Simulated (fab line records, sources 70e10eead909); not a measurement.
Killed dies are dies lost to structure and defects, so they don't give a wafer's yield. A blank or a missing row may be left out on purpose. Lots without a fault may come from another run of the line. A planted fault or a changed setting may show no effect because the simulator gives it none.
fab line records | flow nand_harc
record lots=12 wafers=36 last_day=33
route steps=1302 shown THIN_TSV@1265 END@1302
lots that met no fault: from a run of the same line without faults
start_h: hours from the record's first day to the start of the lot's first wafer shown | wait_h: hours since the lot's step before | " the same as in the row above | L1.1+2: a row that stands for several wafers | - no value, or no start given | * or withheld: withheld | < > ~ a bound
route shown NAME@n: a module of which the file shows steps, and the number in the route of the first | usual: mean/standard deviation of fault-free wafers | same: alike in all rows | chamber/n: place in a boat | sites: the reading at each site | _std_site: their standard deviation | _edge_site: outer sites' mean less inner sites' | radius_mm: how far each site lies from the wafer's centre | mask NAME#n: copy n | behind: the tool/chamber that last shaped the wafer | hold: why the lot was held/for how many hours/how that ended | device: the transistor (n, p or np) that didn't switch | end of line: the same wafers' tests at the end of the route | a step without rows: its recipe alone | killed: dies lost to structure and defects at the first sort, not the wafer's yield | map: a wafer's dies, x killed, . not, _ none there
set.NAME: the setting as run; set.NAME@STEP: as run at that earlier step | model.NAME: the simulator's own value behind a step, which no gauge read
steps of the route over a sample of lots; a table a step, a row a wafer
services: from which hour (start_h, from the record's first day; less than 0 if before it) a tool's chamber was out of use, for how many hours, and why
## steps
# step NHARC_THIN_TSV_STRIP_45
# recipe power_w=1500 temp_c=250 chemistry=O2
# usual drypump_motor_current_A=5.9/0.39 heater_power_w=328/40 temp_c=250.00/0.19
# columns lot.wafer tool chamber start_h wait_h drypump_motor_current_A heater_power_w rf_hours_counter_h temp_c
L806.3 plasma_asher-02 0 539.30 0.2 6.5 400 - 250.03
L806.6 " 0 " " 6.5 394 - 250.04
L806.5 " 1 " " 5.5 317 - 249.71
L807.1 plasma_asher-01 0 555.18 0.1 5.9 347 5 250.01
L807.2 " 1 " " 5.6 271 5 250.16
L807.5 " 1 " " 5.6 272 - 250.07
L812.4 plasma_asher-01 1 607.03 0.4 5.6 274 - 249.59
L812.5 " 0 " " 5.9 345 - 250.12
L812.6 " 1 " " 5.6 272 - 249.90
L815.3 plasma_asher-02 0 644.13 0.2 6.5 379 - 249.91
L815.5 " 1 " " 5.5 300 - 250.15
L815.6 " 0 " " 6.5 389 - 249.80
L816.2 plasma_asher-01 0 645.02 0.1 6.0 355 24 250.06
L816.3 " 0 " " 5.9 347 - 250.13
L816.6 " 0 " " 5.9 352 - 250.05
L817.1 plasma_asher-01 1 660.10 0.1 5.6 276 27 249.83
L817.4 " 1 " " 5.6 268 - 249.75
L817.6 " 1 " " 5.6 278 - 249.83
L821.2 plasma_asher-01 0 696.08 0.1 5.9 356 34 250.10
L821.3 " 1 " " 5.6 278 - 249.81
L821.6 " 1 " " 5.6 272 - 249.82
L823.1 plasma_asher-02 1 697.17 0.1 5.5 303 18 249.69
L823.4 " 0 " " 6.5 367 - 249.68
L823.6 " 0 " " 6.5 376 - 249.64
L825.1 plasma_asher-01 0 724.61 0.1 6.0 352 2 250.01
L825.4 " 1 " " 5.6 286 - 250.31
L825.5 " 0 " " 5.9 349 - 249.89
L824.2 plasma_asher-01 0 725.48 0.1 5.9 349 3 249.77
L824.3 " 1 " " 5.6 283 - 249.82
L824.5 " 1 " " 5.6 274 - 249.72
L826.1 plasma_asher-01 1 731.03 0.1 5.6 291 4 250.18
L826.3 " 1 " " 5.6 281 - 249.99
L826.5 " 1 " " 5.6 283 - 249.98
L829.2 plasma_asher-02 0 769.18 0.1 6.5 374 36 250.04
L829.3 " 0 " " 6.5 379 - 249.92
L829.6 " 0 " " 6.5 375 - 250.14
# step NHARC_THIN_TSV_DEP_47
# recipe target_thk_a=2000 temp_c=withheld pressure_torr=6.5 rf_w=900 teos_flow_sccm=161.4 flow_sccm=2650 target_thk_nm=200 gas=O2 material=SiO2
# usual showerhead_vpp_V=1825/71 throttle_valve_pct=15.8/0.44
# columns lot.wafer tool chamber start_h wait_h showerhead_vpp_V since_wet_clean_h throttle_valve_pct
L806.3 pecvd-03 1 540.06 - 1836 160 15.7
L806.6 " 0 " " 1724 - 15.5
L806.5 " 1 " " 1844 - 15.8
L807.1 pecvd-02 1 556.02 - 1888 135 15.3
L807.2 " 2 " " 1843 135 16.6
L807.5 " 2 " " 1806 - 16.6
L812.6 pecvd-01 0 607.83 - 1915 - 16.0
L812.5 " 1 " " 1741 - 15.4
L812.4 " 2 " " 1778 - 15.7
L815.3 pecvd-02 2 644.80 - 1840 42 16.8
L815.6 " 2 " " 1832 - 16.7
L815.5 " 1 " " 1876 - 16.1
L816.3 pecvd-01 1 645.83 - 1769 141 15.5
L816.2 " 2 " " 1736 141 16.0
L816.6 " 2 " " 1758 - 15.8
L817.1 pecvd-03 1 660.87 - 1836 100 15.4
L817.4 " 2 " " 1740 - 15.9
L817.6 " 0 " " 1730 - 15.1
L821.2 pecvd-02 2 696.84 - 1839 95 16.9
L821.3 " 1 " " 1895 95 16.0
L821.6 " 0 " " 1891 - 15.5
L823.1 pecvd-02 2 698.02 - 1849 96 16.9
L823.6 " 2 " " 1844 - 16.8
L823.4 " 0 " " 1920 - 15.5
L825.1 pecvd-01 2 725.38 - 1800 39 15.5
L825.5 " 0 " " 1866 - 15.8
L825.4 " 1 " " 1767 - 15.8
L824.2 pecvd-02 0 726.38 - 1906 124 15.7
L824.3 " 1 " " 1903 124 15.7
L824.5 " 0 " " 1959 - 15.4
L826.1 pecvd-01 0 731.79 - 1923 46 15.8
L826.3 " 2 " " 1743 46 16.0
L826.5 " 1 " " 1728 - 16.0
L829.3 pecvd-02 1 770.10 - 1890 168 16.0
L829.2 " 2 " " 1836 168 16.7
L829.6 " 1 " " 1933 - 16.1
# step NHARC_THIN_TSV_STRIP_62
# recipe power_w=1500 temp_c=250 time_s=20 chemistry=N2/H2
# usual drypump_motor_current_A=5.9/0.44 heater_power_w=333/40 temp_c=250.03/0.2
# columns lot.wafer tool chamber start_h wait_h drypump_motor_current_A heater_power_w rf_hours_counter_h temp_c
L806.3 plasma_asher-02 1 540.83 - 5.5 309 - 250.15
L806.5 " 0 " " 6.5 396 - 250.24
L806.6 " 1 " " 5.5 305 - 250.18
L807.2 plasma_asher-02 1 556.74 - 5.5 306 29 250.01
L807.1 " 0 " " 6.5 397 29 250.01
L807.5 " 1 " " 5.5 311 - 250.37
L812.4 plasma_asher-01 0 608.53 - 6.0 356 - 249.95
L812.6 " 1 " " 5.6 276 - 250.10
L812.5 " 0 " " 6.0 350 - 250.26
L815.3 plasma_asher-02 1 645.63 - 5.4 306 - 250.01
L815.6 " 0 " " 6.5 371 - 249.76
L815.5 " 1 " " 5.5 306 - 249.83
L816.2 plasma_asher-01 0 646.59 - 6.0 350 24 250.14
L816.3 " 1 " " 5.6 275 - 249.96
L816.6 " 1 " " 5.6 277 - 250.04
L817.1 plasma_asher-01 1 661.65 - 5.6 266 27 250.41
L817.4 " 0 " " 5.9 352 - 249.87
L817.6 " 1 " " 5.6 275 - 249.89
L821.2 plasma_asher-02 1 697.58 - 5.5 306 19 250.12
L821.3 " 0 " " 6.5 365 - 250.23
L821.6 " 0 " " 6.5 379 - 250.07
L823.1 plasma_asher-02 0 698.73 - 6.5 371 19 250.25
L823.4 " 0 " " 6.5 382 - 249.90
L823.6 " 0 " " 6.5 375 - 250.20
L825.1 plasma_asher-01 1 726.16 - 5.6 281 3 249.95
L825.4 " 1 " " 5.6 292 - 249.64
L825.5 " 0 " " 5.9 347 - 250.04
L824.2 plasma_asher-01 0 727.10 - 6.0 342 3 250.30
L824.3 " 0 " " 6.0 338 - 250.14
L824.5 " 1 " " 5.6 285 - 250.24
L826.1 plasma_asher-01 1 732.64 - 5.6 288 4 249.75
L826.3 " 1 " " 5.6 281 - 250.05
L826.5 " 1 " " 5.6 289 - 249.80
L829.2 plasma_asher-02 1 770.81 - 5.5 302 36 250.22
L829.3 " 1 " " 5.5 302 - 249.96
L829.6 " 0 " " 6.5 375 - 250.10
# step NHARC_THIN_TSV_STRIP_56
# recipe power_w=1500 temp_c=250 chemistry=O2
# usual drypump_motor_current_A=5.9/0.4 heater_power_w=329/39 temp_c=250.01/0.17
# columns lot.wafer tool chamber start_h wait_h drypump_motor_current_A heater_power_w rf_hours_counter_h temp_c
L806.3 plasma_asher-02 1 544.89 0.2 5.4 310 - 250.08
L806.5 " 0 " " 6.5 390 - 250.06
L806.6 " 1 " " 5.5 312 - 250.18
L807.1 plasma_asher-01 0 560.57 0.1 5.9 345 6 250.11
L807.2 " 1 " " 5.6 271 6 250.25
L807.5 " 0 " " 5.9 347 - 250.28
L812.4 plasma_asher-02 1 612.60 0.2 5.5 310 - 249.93
L812.6 " 1 " " 5.5 302 - 249.97
L812.5 " 0 " " 6.5 371 - 249.98
L815.3 plasma_asher-01 0 649.55 0.2 5.9 350 - 249.74
L815.5 " 1 " " 5.6 277 - 249.95
L815.6 " 0 " " 5.9 353 - 250.10
L816.2 plasma_asher-02 1 650.62 0.1 5.5 306 9 249.85
L816.3 " 0 " " 6.5 386 - 250.03
L816.6 " 1 " " 5.5 309 - 250.02
L817.1 plasma_asher-02 0 665.49 0.1 6.5 382 12 249.74
L817.4 " 0 " " 6.5 379 - 249.88
L817.6 " 1 " " 5.5 303 - 249.80
L821.2 plasma_asher-02 1 701.54 0.1 5.5 301 20 250.05
L821.3 " 1 " " 5.5 314 - 249.80
L821.6 " 0 " " 6.5 377 - 249.88
L823.1 plasma_asher-02 1 702.54 0.1 5.4 303 21 250.12
L823.4 " 0 " " 6.5 379 - 250.16
L823.6 " 1 " " 5.5 298 - 250.04
L825.1 plasma_asher-01 0 730.12 0.1 5.9 352 3 249.93
L825.4 " 0 " " 5.9 349 - 249.90
L825.5 " 1 " " 5.6 283 - 250.28
L824.2 plasma_asher-02 0 731.19 0.3 6.5 387 27 249.96
L824.3 " 0 " " 6.5 377 - 249.88
L824.5 " 1 " " 5.5 304 - 250.08
L826.1 plasma_asher-01 1 736.92 0.2 5.6 295 5 249.75
L826.3 " 0 " " 6.0 357 - 250.00
L826.5 " 1 " " 5.6 282 - 249.87
L829.2 plasma_asher-02 0 774.61 0.1 6.5 375 37 249.93
L829.3 " 1 " " 5.5 308 - 250.02
L829.6 " 0 " " 6.5 375 - 250.18
# step NHARC_END_SORT_01
# recipe temp_c=25
# usual defect_limited_yield=91.7/2.5 killed_at_array=52/18 killed_at_other=1.0/1.4 killed_at_periphery=3.1/2.3 killed_dies=56/17 killed_open=3.0/1.7 killed_short=2.5/1.7 sort_bin_2_pct=3.0/1.1 sort_bin_3_pct=0.6/0.36 sort_bin_4_pct=4.8/1.4 sort_n_pass=621/17 sort_rim_yield_pct=91/4.6 sort_yield_pct=91.7/2.5
# same gross_dies=677 sort_bin_5_pct[%]=0 sort_bin_6_pct[%]=0 sort_bin_7_pct[%]=0 sort_bin_8_pct[%]=0 sort_rim_n_gross=106.00
# columns lot.wafer tool chamber start_h wait_h defect_limited_yield[%] killed_at_array killed_at_other killed_at_periphery killed_dies killed_open killed_short sort_bin_2_pct[%] sort_bin_3_pct[%] sort_bin_4_pct[%] sort_n_pass sort_rim_yield_pct[%] sort_yield_pct[%]
L816.2 prober-01 0 658.70 2.8 91.4 52 2 4 58 5 1 3.1 0.7 4.7 619 91 91.4
L816.3 prober-01 0 659.50 3.1 82.1 30 88 3 121 3 3 8.1 4.6 5.2 556 80 82.1
L816.6 prober-01 0 661.92 4.0 82.0 40 81 1 122 2 5 7.4 4.3 6.4 555 81 82.0
L817.1 prober-02 0 676.93 2.5 83.6 17 93 1 111 3 0 6.4 4.9 5.2 566 85 83.6
L817.4 prober-02 0 679.35 3.4 95.4 27 3 1 31 2 4 2.1 0 2.5 646 97 95.4
L817.6 prober-02 0 680.96 4.0 84.8 14 85 4 103 3 5 5.2 4.4 5.6 574 89 84.8
# killed by level:class
L816.2 A_SLIT:chamber_film_flake=26 A_CHANNEL_HOLE_D2:chamber_film_flake=11 A_STAIRCASE:chamber_film_flake=9 P_CONTACT:geometric_particle:open=2 THIN_TSV:chamber_film_flake=2 P_M0:geometric_particle:open=1 A_DECK1_JOINT:geometric_particle:open=1 A_CONTACT:geometric_particle:open=1
L816.3 THIN_TSV:unspecified=87 A_SLIT:chamber_film_flake=15 A_CHANNEL_HOLE_D2:chamber_film_flake=6 A_CHANNEL_FILL_D1:chamber_film_flake=2 A_STAIRCASE:chamber_film_flake=2 P_M0:geometric_particle:short=1 P_M0:geometric_particle:open=1 A_SOURCE_PLATE:geometric_particle:short=1
L816.6 THIN_TSV:unspecified=79 A_SLIT:chamber_film_flake=21 A_STAIRCASE:chamber_film_flake=6 A_CHANNEL_HOLE_D2:chamber_film_flake=4 A_M0:geometric_particle:open=2 A_CHANNEL_FILL_D1:chamber_film_flake=2 THIN_TSV:chamber_film_flake=2 P_M0:geometric_particle:short=1
L817.1 THIN_TSV:unspecified=87 THIN_TSV:chamber_film_flake=6 A_CONTACT:chamber_film_flake=5 A_CHANNEL_FILL_D2:chamber_film_flake=3 A_M0:geometric_particle:open=2 A_STAIRCASE:chamber_film_flake=2 A_WL_FILL:chamber_film_flake=2 P_M0:geometric_particle:open=1
L817.4 A_CHANNEL_HOLE_D1:chamber_film_flake=8 THIN_TSV:chamber_film_flake=3 A_CHANNEL_FILL_D2:geometric_particle:short=2 A_CHANNEL_HOLE_D2:chamber_film_flake=2 A_STAIRCASE:chamber_film_flake=2 A_SLIT:chamber_film_flake=2 A_CONTACT:chamber_film_flake=2 A_ONON_D1:geometric_particle:open=1
L817.6 THIN_TSV:unspecified=80 THIN_TSV:chamber_film_flake=5 A_WL_FILL:chamber_film_flake=2 A_CONTACT:chamber_film_flake=2 P_GATE:geometric_particle:open=1 A_CHANNEL_HOLE_D1:geometric_particle:short=1 A_CHANNEL_FILL_D1:geometric_particle:short=1 A_CHANNEL_FILL_D2:geometric_particle:short=1
## services
# columns tool chamber start_h hours kind
plasma_asher-01 - 519.28 9.0 pm
plasma_asher-01 0 519.28 9.0 vent_cycle
plasma_asher-01 1 519.28 9.0 vent_cycle
plasma_asher-01 0 528.28 - clean
plasma_asher-01 1 528.28 - clean
pecvd-03 - 547.96 13.0 pm
pecvd-02 - 589.38 13.0 pm
pecvd-02 0 589.38 13.0 vent_cycle
plasma_asher-02 - 603.28 9.0 pm
plasma_asher-02 0 603.28 9.0 vent_cycle
plasma_asher-02 1 603.28 9.0 vent_cycle
plasma_asher-02 0 612.28 - clean
plasma_asher-02 1 612.28 - clean
pecvd-01 - 673.00 13.0 pm
plasma_asher-01 - 696.32 9.0 pm
plasma_asher-01 0 696.32 9.0 vent_cycle
plasma_asher-01 1 696.32 9.0 vent_cycle
plasma_asher-01 0 705.32 - clean
plasma_asher-01 1 705.32 - clean
pecvd-01 0 706.46 5.2 repair
pecvd-03 0 726.25 8.9 repair
pecvd-03 - 728.96 13.0 pm
pecvd-01 2 742.04 4.0 repair
pecvd-02 - 770.38 13.0 pm
## key
first_sign step=NHARC_END_SORT_01 reading=killed_at_other direction=up sigmas=61 usual=1.0 struck=86.8
effect step=NHARC_END_SORT_01 reading=killed_dies direction=up sigmas=3.4 usual=56 struck=114
more_kills_born_at NHARC_THIN_TSV_STRIP_62@plasma_asher-01=333
met_at NHARC_THIN_TSV_STRIP_62
struck_lots L816,L817
struck_wafers L816.3,L816.6,L817.1,L817.6
not_acting_at NHARC_THIN_TSV_STRIP_45,NHARC_THIN_TSV_DEP_47,NHARC_THIN_TSV_STRIP_56
onset_between 608.53 646.59
fault kind=chamber_particle_source tool=plasma_asher-01 chamber=1 onset_h=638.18 steps=NHARC_THIN_TSV_STRIP_62 rate_per_visit_cm2=1.3889 end_h=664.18
